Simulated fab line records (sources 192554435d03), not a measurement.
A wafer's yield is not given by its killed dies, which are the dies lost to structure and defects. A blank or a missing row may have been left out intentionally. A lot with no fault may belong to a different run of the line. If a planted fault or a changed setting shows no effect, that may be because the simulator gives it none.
A struck lot beside a sound one || flow n5-finfet || 17 steps out of a route of 1938
Sound: wafers L521.1, L521.2, L521.3. Struck: wafer L528.4; the same lot's L528.2 was not struck, so it is left out; see the end for the cause.
For every step that has rows: the tool of each side, followed by ch and its chambers, followed by its first start. Under that, the readings that differ: sound wafers || struck wafers || difference of the means || sigmas: that difference in standard deviations of wafers without a fault.
alike: readings whose means differ by less than 2 such deviations, and words and numbers that are the same on both sides. not compared: withheld readings, readings that some wafer has no value for, bounds like >300 that may hide the same value, and numbers for which the record gives no deviation and whose values overlap.
The two part at a step that has a row with sigmas, a row that says differs or no value, or rows on one side only. When numbers do not overlap yet have no deviation, they are printed without sigmas and do not part them. Lack of a reading on every wafer of one side parts them only where that side has two or more wafers.

first, 4 steps without rows for these wafers: N5_HKMG_FIN_PRECLEAN_64 (cleans in dHF, time 30 s); N5_HKMG_FIN_WET_ETCH_65 (etches a-Si in TMAH, stops on TiN, time 49 s, target depth 3 nm); N5_HKMG_FIN_WET_ETCH_81 (etches TiN in SC1, stops on HfO2, time 57 s, target depth 6 nm); N5_HKMG_FIN_WET_ETCH_82 (etches La2O3 in dHCl, stops on HfO2, target depth 2 nm, rinse time 30 s).
N5_HKMG_FIN_ALD_36: deposits TiN, target thk 1 nm, pulse time 1 s, purge time 3 s.
  sound on ald-metal-01 ch 0,1,2, day 5 16:58; struck on ald-metal-01 ch 0, day 7 10:24
  alike: heater-power-w, precursor-pulse-height-rel
N5_HKMG_FIN_THK_MEAS_70: measures by xrf.
  struck on film-metro-01, day 7 10:41; sound on film-metro-01, day 5 17:15
  alike: HK_THK
N5_HKMG_FIN_PWFM_ALD_03: deposits TiN, target thk 2 nm, pulse time 1 s, purge time 3 s.
  sound on ald-metal-03 ch 0,1,2, day 5 17:17; struck on ald-metal-03 ch 1, day 7 10:43
  alike: heater-power-w, precursor-pulse-height-rel
then, 5 steps without rows for these wafers: N5_HKMG_FIN_COAT_29 (time 60 s, resist thk 300 nm); N5_HKMG_FIN_COAT_30 (time 60 s, resist thk 35 nm); N5_HKMG_FIN_COAT_06 (resist thk 90 nm); N5_HKMG_FIN_EBR_08; N5_HKMG_FIN_SOFTBAKE_07 (time 60 s).
N5_HKMG_FIN_EXPOSE_09: exposes mask NWFM.
  sound on arfi-scanner-02 ch 0, day 5 17:52; struck on arfi-scanner-03 ch 0, day 7 11:19
  alike: mask
then, 2 steps without rows for these wafers: N5_HKMG_FIN_PEB_10 (peb time 60 s); N5_HKMG_FIN_DEVELOP_11 (develop time 30 s).
N5_HKMG_FIN_CD_MEAS_12: target cd 92.8 nm.
  sound on cd-sem-03 ch 0, day 5 18:00; struck on cd-sem-02 ch 0, day 7 11:26
{"reading": "cd-nm (nm)", "sound": "92.4 93.5 92.6", "struck": 70.8, "difference": -22.0, "sigmas": -40}
N5_HKMG_FIN_OVL_MEAS_13:
  sound on overlay-02 ch 0, day 5 18:02; struck on overlay-02 ch 0, day 7 11:28
{"reading": "NWFM_OVL (nm)", "sound": "-1.6 -1.4 -1.6", "struck": 0.7, "difference": "+2.2", "sigmas": "+3"}

## WHERE THEY PART
First at N5_HKMG_FIN_CD_MEAS_12; last, within this record, at N5_HKMG_FIN_OVL_MEAS_13.

WHY: what the simulator had put in
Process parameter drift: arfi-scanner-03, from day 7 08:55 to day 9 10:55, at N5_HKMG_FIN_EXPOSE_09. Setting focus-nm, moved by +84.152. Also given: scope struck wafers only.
